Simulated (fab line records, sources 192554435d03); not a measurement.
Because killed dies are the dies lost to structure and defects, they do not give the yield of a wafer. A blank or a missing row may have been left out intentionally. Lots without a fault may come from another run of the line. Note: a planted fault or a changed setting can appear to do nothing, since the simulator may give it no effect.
Which tool did it? + flow n5 finfet + 72 wafers from 24 lots sampled at 6 of the route's 1938 steps

## WHAT EACH GAUGE READ, for each wafer
N5_FIN_SAQP_OVL_MEAS_17.
| lot  | measured    | on         | FIN_CORE_OVL (nm) |
|------|-------------|------------|-------------------|
| L074 | day 1 21:51 | overlay-01 | -1.0 -0.4 -1.3    |
| L075 | day 2 04:32 | overlay-02 | -0.1 0.9 -0.1     |
| L076 | day 2 11:32 | overlay-02 | -1.3 -1.7 -1.7    |
| L077 | day 2 15:30 | overlay-02 | 0.2 -1.2 -2.5     |
| L078 | day 2 21:42 | overlay-01 | -0.6 -0.3 -0.8    |
| L079 | day 3 03:40 | overlay-02 | -0.4 0.1 0.5      |
| L080 | day 3 09:59 | overlay-02 | -1.2 0.8 0.0      |
| L081 | day 3 16:07 | overlay-01 | -1.4 -0.3 -0.9    |
| L082 | day 3 21:43 | overlay-02 | 0.1 0.3 -0.7      |
| L083 | day 4 05:29 | overlay-02 | 0.1 -0.3 0.0      |
| L084 | day 4 09:50 | overlay-02 | 1.1 0.9 -0.4      |
| L085 | day 4 16:28 | overlay-01 | 0.8 -0.1 0.6      |
| L086 | day 4 22:35 | overlay-02 | 0.1 0.6 0.6       |
| L087 | day 5 05:16 | overlay-02 | -1.4 0.2 -1.0     |
| L088 | day 5 09:43 | overlay-01 | -0.6 0.2 0.3      |
| L089 | day 5 16:07 | overlay-02 | -1.4 -1.8 -0.9    |
| L090 | day 5 22:35 | overlay-01 | 0.6 -0.2 -0.2     |
| L091 | day 6 04:28 | overlay-02 | -0.8 -0.6 -1.1    |
| L092 | day 6 10:47 | overlay-01 | -0.4 -0.3 -0.4    |
| L093 | day 6 15:47 | overlay-01 | 0.4 -0.1 0.1      |
| L094 | day 6 23:46 | overlay-01 | -1.1 -1.9 -1.2    |
| L095 | day 7 04:45 | overlay-02 | 1.9 2.3 2.0       |
| L096 | day 7 09:21 | overlay-01 | 1.4 0.9 1.4       |
| L097 | day 7 15:48 | overlay-01 | -1.2 0.0 -0.7     |

N5_FIN_SAQP_CD_MEAS_31: target cd 8 nm.
| lot  | measured    | on        | cd nm (nm)     |
|------|-------------|-----------|----------------|
| L074 | day 2 02:41 | cd sem-02 | 7.90 7.70 8.26 |
| L075 | day 2 08:56 | cd sem-03 | 8.37 8.28 7.97 |
| L076 | day 2 15:27 | cd sem-02 | 8.26 7.63 7.76 |
| L077 | day 2 19:23 | cd sem-01 | 8.64 8.33 8.19 |
| L078 | day 3 01:36 | cd sem-02 | 8.27 7.86 7.74 |
| L079 | day 3 07:43 | cd sem-01 | 8.26 8.29 8.40 |
| L080 | day 3 13:37 | cd sem-01 | 8.24 8.02 8.06 |
| L081 | day 3 19:49 | cd sem-03 | 7.81 7.83 8.20 |
| L082 | day 4 03:01 | cd sem-02 | 7.96 8.36 8.32 |
| L083 | day 4 10:03 | cd sem-01 | 8.20 8.28 8.50 |
| L084 | day 4 14:05 | cd sem-03 | 8.13 8.45 8.03 |
| L085 | day 4 20:50 | cd sem-03 | 7.97 8.54 8.17 |
| L086 | day 5 04:21 | cd sem-01 | 8.33 8.06 8.07 |
| L087 | day 5 09:09 | cd sem-03 | 7.92 8.44 7.98 |
| L088 | day 5 13:22 | cd sem-01 | 7.92 7.91 7.95 |
| L089 | day 5 19:59 | cd sem-03 | 8.13 8.09 7.88 |
| L090 | day 6 02:19 | cd sem-01 | 8.26 8.29 7.85 |
| L091 | day 6 08:40 | cd sem-01 | 7.79 8.60 7.67 |
| L092 | day 6 15:11 | cd sem-02 | 8.10 8.27 8.19 |
| L093 | day 6 21:26 | cd sem-03 | 8.15 7.62 7.93 |
| L094 | day 7 04:37 | cd sem-03 | 8.23 8.01 8.10 |
| L095 | day 7 08:44 | cd sem-03 | 8.00 7.79 8.04 |
| L096 | day 7 13:34 | cd sem-03 | 7.85 8.12 7.91 |
| L097 | day 7 19:43 | cd sem-01 | 8.28 7.99 8.10 |

N5_FIN_CUT_CD_MEAS_08: target cd 29.1 nm.
| lot  | measured    | on        | cd nm (nm)        |
|------|-------------|-----------|-------------------|
| L074 | day 2 03:55 | cd sem-01 | 29.34 29.11 29.25 |
| L075 | day 2 10:03 | cd sem-03 | 29.89 29.41 29.31 |
| L076 | day 2 16:20 | cd sem-02 | 29.23 29.15 29.11 |
| L077 | day 2 20:19 | cd sem-03 | 28.92 29.36 29.15 |
| L078 | day 3 02:46 | cd sem-01 | 29.58 29.04 29.73 |
| L079 | day 3 08:36 | cd sem-03 | 29.24 29.17 29.29 |
| L080 | day 3 14:31 | cd sem-03 | 29.20 29.35 28.87 |
| L081 | day 3 20:42 | cd sem-02 | 29.17 29.64 28.98 |
| L082 | day 4 04:05 | cd sem-03 | 29.56 29.40 29.51 |
| L083 | day 4 11:15 | cd sem-01 | 29.38 29.36 29.28 |
| L084 | day 4 14:59 | cd sem-03 | 29.01 28.76 29.10 |
| L085 | day 4 21:44 | cd sem-01 | 29.38 29.39 29.17 |
| L086 | day 5 05:16 | cd sem-02 | 29.11 29.38 29.23 |
| L087 | day 5 10:10 | cd sem-02 | 28.88 28.94 29.13 |
| L088 | day 5 14:23 | cd sem-03 | 29.12 29.39 29.48 |
| L089 | day 5 20:52 | cd sem-02 | 28.91 29.76 29.07 |
| L090 | day 6 03:20 | cd sem-01 | 29.31 29.15 29.20 |
| L091 | day 6 09:40 | cd sem-01 | 29.37 29.14 29.35 |
| L092 | day 6 16:14 | cd sem-01 | 29.36 29.34 29.34 |
| L093 | day 6 22:29 | cd sem-01 | 28.83 28.93 28.81 |
| L094 | day 7 05:37 | cd sem-02 | 29.08 29.48 29.32 |
| L095 | day 7 09:44 | cd sem-02 | 28.75 29.08 29.21 |
| L096 | day 7 14:35 | cd sem-01 | 29.02 29.42 29.31 |
| L097 | day 7 20:37 | cd sem-01 | 29.33 29.40 29.41 |

## WHAT TOOL EACH LOT RAN ON (gives the tool, then ch and the chambers of the sampled wafers, and finally the start)
| lot  | N5_FIN_SAQP_PECVD_48           | N5_FIN_SAQP_HM_DEP_72          | N5_FIN_SAQP_ETCH_34               |
|------|--------------------------------|--------------------------------|-----------------------------------|
| L074 | pecvd-02 ch 0,1,2, day 1 21:12 | pecvd-04 ch 1,2, day 1 21:22   | rie diel-03 ch 1,3, day 2 03:09   |
| L075 | pecvd-04 ch 0,2, day 2 03:49   | pecvd-02 ch 0,1, day 2 04:01   | rie diel-01 ch 1,2, day 2 09:09   |
| L076 | pecvd-02 ch 0,1, day 2 10:49   | pecvd-02 ch 0,1, day 2 11:02   | rie diel-01 ch 0,1,2, day 2 15:34 |
| L077 | pecvd-03 ch 1,2, day 2 14:57   | pecvd-02 ch 0,1, day 2 15:07   | rie diel-05 ch 0,2,3, day 2 19:30 |
| L078 | pecvd-04 ch 1,2, day 2 21:01   | pecvd-02 ch 0,1, day 2 21:11   | rie diel-05 ch 0,3, day 3 01:59   |
| L079 | pecvd-04 ch 0,1,2, day 3 03:08 | pecvd-03 ch 0,2, day 3 03:19   | rie diel-01 ch 0,2,3, day 3 07:50 |
| L080 | pecvd-04 ch 1,2, day 3 09:22   | pecvd-04 ch 1,2, day 3 09:35   | rie diel-05 ch 1,3, day 3 13:44   |
| L081 | pecvd-03 ch 1,2, day 3 15:27   | pecvd-03 ch 0,2, day 3 15:37   | rie diel-05 ch 0,3, day 3 19:56   |
| L082 | pecvd-03 ch 0,1, day 3 21:10   | pecvd-03 ch 0,1,2, day 3 21:21 | rie diel-03 ch 0,1, day 4 03:11   |
| L083 | pecvd-02 ch 1, day 4 04:47     | pecvd-04 ch 0,2, day 4 05:00   | rie diel-05 ch 1,3, day 4 10:12   |
| L084 | pecvd-02 ch 1,2, day 4 09:16   | pecvd-03 ch 0,1, day 4 09:28   | rie diel-03 ch 0,2,3, day 4 14:13 |
| L085 | pecvd-04 ch 0,1,2, day 4 15:57 | pecvd-03 ch 0,1,2, day 4 16:07 | rie diel-01 ch 0,1,3, day 4 20:57 |
| L086 | pecvd-04 ch 0,1,2, day 4 21:56 | pecvd-02 ch 0,1, day 4 22:06   | rie diel-01 ch 0,2,3, day 5 04:30 |
| L087 | pecvd-02 ch 0,1,2, day 5 04:37 | pecvd-04 ch 0,1,2, day 5 04:47 | rie diel-03 ch 0,1,2, day 5 09:16 |
| L088 | pecvd-04 ch 0,1,2, day 5 09:04 | pecvd-04 ch 1,2, day 5 09:13   | rie diel-01 ch 2,3, day 5 13:29   |
| L089 | pecvd-02 ch 1,2, day 5 15:28   | pecvd-04 ch 0,1, day 5 15:38   | rie diel-05 ch 0,1,2, day 5 20:06 |
| L090 | pecvd-02 ch 0,2, day 5 21:56   | pecvd-04 ch 0,1,2, day 5 22:06 | rie diel-05 ch 2,3, day 6 02:26   |
| L091 | pecvd-03 ch 0,1,2, day 6 03:56 | pecvd-03 ch 1,2, day 6 04:06   | rie diel-03 ch 0,1, day 6 08:47   |
| L092 | pecvd-04 ch 0,1,2, day 6 10:07 | pecvd-02 ch 1,2, day 6 10:17   | rie diel-01 ch 2,3, day 6 15:20   |
| L093 | pecvd-02 ch 0,1,2, day 6 15:08 | pecvd-03 ch 1,2, day 6 15:18   | rie diel-01 ch 0,2, day 6 21:35   |
| L094 | pecvd-03 ch 1,2, day 6 23:04   | pecvd-02 ch 0,1,2, day 6 23:17 | rie diel-05 ch 2,3, day 7 04:44   |
| L095 | pecvd-03 ch 0,1, day 7 04:05   | pecvd-04 ch 0,2, day 7 04:16   | rie diel-01 ch 0,2, day 7 08:51   |
| L096 | pecvd-03 ch 0,1,2, day 7 08:49 | pecvd-02 ch 0,1, day 7 08:59   | rie diel-03 ch 0,1,3, day 7 13:41 |
| L097 | pecvd-02 ch 0,2, day 7 15:09   | pecvd-02 ch 0,1, day 7 15:19   | rie diel-03 ch 1,3, day 7 19:51   |
- N5_FIN_SAQP_PECVD_48: deposits SiNx from SiH4/NH3/N2, target thk 25 nm, time 22.1 s.
- N5_FIN_SAQP_HM_DEP_72: deposits SiO2 from SiH4/N2O, target thk 12 nm, time 7.2 s.
- N5_FIN_SAQP_ETCH_34: etches SiO2 in C4F6/O2, target depth 45 nm, time 15 s.

## AS READ BY THE TOOLS THEMSELVES (means over the sampled wafers that have a number; for cases with no such wafer, the mark the record gives instead)
N5_FIN_SAQP_PECVD_48.
| lot  | tool     | heater power w (W) | showerhead plenum p Torr (Torr) | throttle valve pct (%) |
|------|----------|--------------------|---------------------------------|------------------------|
| L074 | pecvd-02 | 735                | 5.13                            | 40.3                   |
| L075 | pecvd-04 | 853                | 5.12                            | 38.3                   |
| L076 | pecvd-02 | 780                | 5.14                            | 40.8                   |
| L077 | pecvd-03 | 736                | 5.14                            | 37.7                   |
| L078 | pecvd-04 | 788                | 5.15                            | 39.6                   |
| L079 | pecvd-04 | 870                | 5.14                            | 39.5                   |
| L080 | pecvd-04 | 774                | 5.15                            | 39.5                   |
| L081 | pecvd-03 | 746                | 5.15                            | 37.0                   |
| L082 | pecvd-03 | 823                | 5.14                            | 38.7                   |
| L083 | pecvd-02 | 638                | 5.09                            | 39.3                   |
| L084 | pecvd-02 | 727                | 5.11                            | 38.1                   |
| L085 | pecvd-04 | 792                | 5.15                            | 39.4                   |
| L086 | pecvd-04 | 801                | 5.15                            | 39.4                   |
| L087 | pecvd-02 | 720                | 5.14                            | 39.5                   |
| L088 | pecvd-04 | 798                | 5.14                            | 39.5                   |
| L089 | pecvd-02 | 721                | 5.10                            | 38.7                   |
| L090 | pecvd-02 | 768                | 5.14                            | 39.2                   |
| L091 | pecvd-03 | 805                | 5.14                            | 37.8                   |
| L092 | pecvd-04 | 830                | 5.15                            | 39.5                   |
| L093 | pecvd-02 | 730                | 5.13                            | 39.7                   |
| L094 | pecvd-03 | 858                | 5.14                            | 37.8                   |
| L095 | pecvd-03 | 742                | 5.14                            | 38.6                   |
| L096 | pecvd-03 | 767                | 5.14                            | 37.8                   |
| L097 | pecvd-02 | 770                | 5.17                            | 40.8                   |

N5_FIN_SAQP_HM_DEP_72.
| lot  | tool     | heater power w (W) | showerhead plenum p Torr (Torr) |
|------|----------|--------------------|---------------------------------|
| L074 | pecvd-04 | 878                | 8.05                            |
| L075 | pecvd-02 | 776                | 8.15                            |
| L076 | pecvd-02 | 720                | 8.15                            |
| L077 | pecvd-02 | 755                | 8.16                            |
| L078 | pecvd-02 | 758                | 8.17                            |
| L079 | pecvd-03 | 841                | 8.15                            |
| L080 | pecvd-04 | 762                | 8.17                            |
| L081 | pecvd-03 | 797                | 8.16                            |
| L082 | pecvd-03 | 831                | 8.13                            |
| L083 | pecvd-04 | 845                | 8.16                            |
| L084 | pecvd-03 | 739                | 8.12                            |
| L085 | pecvd-03 | 820                | 8.15                            |
| L086 | pecvd-02 | 757                | 8.15                            |
| L087 | pecvd-04 | 807                | 8.17                            |
| L088 | pecvd-04 | 854                | 8.08                            |
| L089 | pecvd-04 | 816                | 8.26                            |
| L090 | pecvd-04 | 821                | 8.17                            |
| L091 | pecvd-03 | 848                | 8.15                            |
| L092 | pecvd-02 | 727                | 8.07                            |
| L093 | pecvd-03 | 757                | 8.16                            |
| L094 | pecvd-02 | 769                | 8.12                            |
| L095 | pecvd-04 | 879                | 8.07                            |
| L096 | pecvd-02 | 763                | 8.10                            |
| L097 | pecvd-02 | 749                | 8.10                            |

N5_FIN_SAQP_ETCH_34.
| lot  | tool        | chamber pressure mTorr (mTorr) | drypump motor current A (A) | etch rf on time s (s) | oes_o_777_au (a.u.) | oes product au (a.u.) | rf vpp V (V) | showerhead plenum p Torr (Torr) | throttle valve pct (%) |
|------|-------------|--------------------------------|-----------------------------|-----------------------|---------------------|-----------------------|--------------|---------------------------------|------------------------|
| L074 | rie diel-03 | 30.010                         | 6.0                         | 14.61                 | 0.82                | 0.72                  | 681          | 2.94                            | 21.03                  |
| L075 | rie diel-01 | 29.995                         | 5.7                         | 14.94                 | 0.72                | 0.61                  | 665          | 2.87                            | 21.08                  |
| L076 | rie diel-01 | 29.998                         | 5.5                         | 14.96                 | 0.78                | 0.67                  | 669          | 2.84                            | 21.00                  |
| L077 | rie diel-05 | 29.983                         | 5.8                         | 15.12                 | 0.79                | 0.68                  | 666          | 2.93                            | 20.95                  |
| L078 | rie diel-05 | 30.006                         | 5.6                         | 15.05                 | 0.81                | 0.69                  | 661          | 2.92                            | 20.97                  |
| L079 | rie diel-01 | 29.974                         | 5.4                         | 14.71                 | 0.85                | 0.74                  | 673          | 2.81                            | 21.04                  |
| L080 | rie diel-05 | 30.001                         | 5.6                         | 14.93                 | 0.76                | 0.66                  | 656          | 2.87                            | 21.32                  |
| L081 | rie diel-05 | 30.010                         | 5.6                         | 15.04                 | 0.80                | 0.68                  | 660          | 2.91                            | 20.98                  |
| L082 | rie diel-03 | 30.003                         | 6.3                         | 14.89                 | 0.71                | 0.60                  | 677          | 2.75                            | 21.08                  |
| L083 | rie diel-05 | 30.007                         | 5.6                         | 14.99                 | 0.75                | 0.64                  | 656          | 2.87                            | 21.33                  |
| L084 | rie diel-03 | 30.008                         | 5.7                         | 14.78                 | 0.83                | 0.72                  | 675          | 2.83                            | 20.94                  |
| L085 | rie diel-01 | 30.008                         | 5.3                         | 14.28                 | 0.91                | 0.79                  | 672          | 2.83                            | 20.81                  |
| L086 | rie diel-01 | 30.014                         | 5.4                         | 14.63                 | 0.82                | 0.71                  | 674          | 2.80                            | 21.06                  |
| L087 | rie diel-03 | 29.998                         | 6.0                         | 14.66                 | 0.87                | 0.75                  | 677          | 2.76                            | 20.87                  |
| L088 | rie diel-01 | 29.984                         | 5.6                         | 14.86                 | 0.77                | 0.67                  | 672          | 2.80                            | 21.28                  |
| L089 | rie diel-05 | 30.023                         | 5.7                         | 15.11                 | 0.75                | 0.66                  | 670          | 2.92                            | 21.08                  |
| L090 | rie diel-05 | 29.970                         | 6.0                         | 15.14                 | 0.70                | 0.61                  | 662          | 2.91                            | 21.19                  |
| L091 | rie diel-03 | 29.984                         | 6.3                         | 14.75                 | 0.88                | 0.74                  | 677          | 2.75                            | 20.84                  |
| L092 | rie diel-01 | 29.968                         | 5.6                         | 14.82                 | 0.75                | 0.66                  | 672          | 2.80                            | 21.30                  |
| L093 | rie diel-01 | 29.989                         | 5.6                         | 14.82                 | 0.75                | 0.64                  | 669          | 2.79                            | 21.18                  |
| L094 | rie diel-05 | 29.997                         | 5.8                         | 15.19                 | 0.72                | 0.62                  | 657          | 2.88                            | 21.23                  |
| L095 | rie diel-01 | 30.004                         | 5.6                         | 14.75                 | 0.74                | 0.65                  | 669          | 2.79                            | 21.18                  |
| L096 | rie diel-03 | 30.002                         | 5.9                         | 15.04                 | 0.82                | 0.70                  | 674          | 2.82                            | 20.93                  |
| L097 | rie diel-03 | 30.014                         | 6.4                         | 14.65                 | 0.90                | 0.77                  | 682          | 2.84                            | 20.88                  |

## THE ANSWER, worked out from the rows above alone
Rule: what is usual is taken from the lots themselves. The widest of any qualifying gaps counts: lots, ordered by their means at a reading, are off when they make up no more than a third of the lots, leave a main group of 4 or more, and stand apart from it by 3 or more times the standard deviation of that group's means. Not used: any main group whose means are identical at the precision the tables above print for the reading. A lot without any number at a reading at which 4 lots or more have one is off too. All remaining lots with rows at the step are treated as sound. After the gauges, taken in route order, come the tools' own readings; for these a lot's mean is taken, as printed above. The first step at which some lot is off is used, and at that step the reading that is off furthest; a lot without a number counts as furthest.
Nothing can be told from this: no lot is off at any reading shown.

## WHAT THE SIMULATOR PUT IN
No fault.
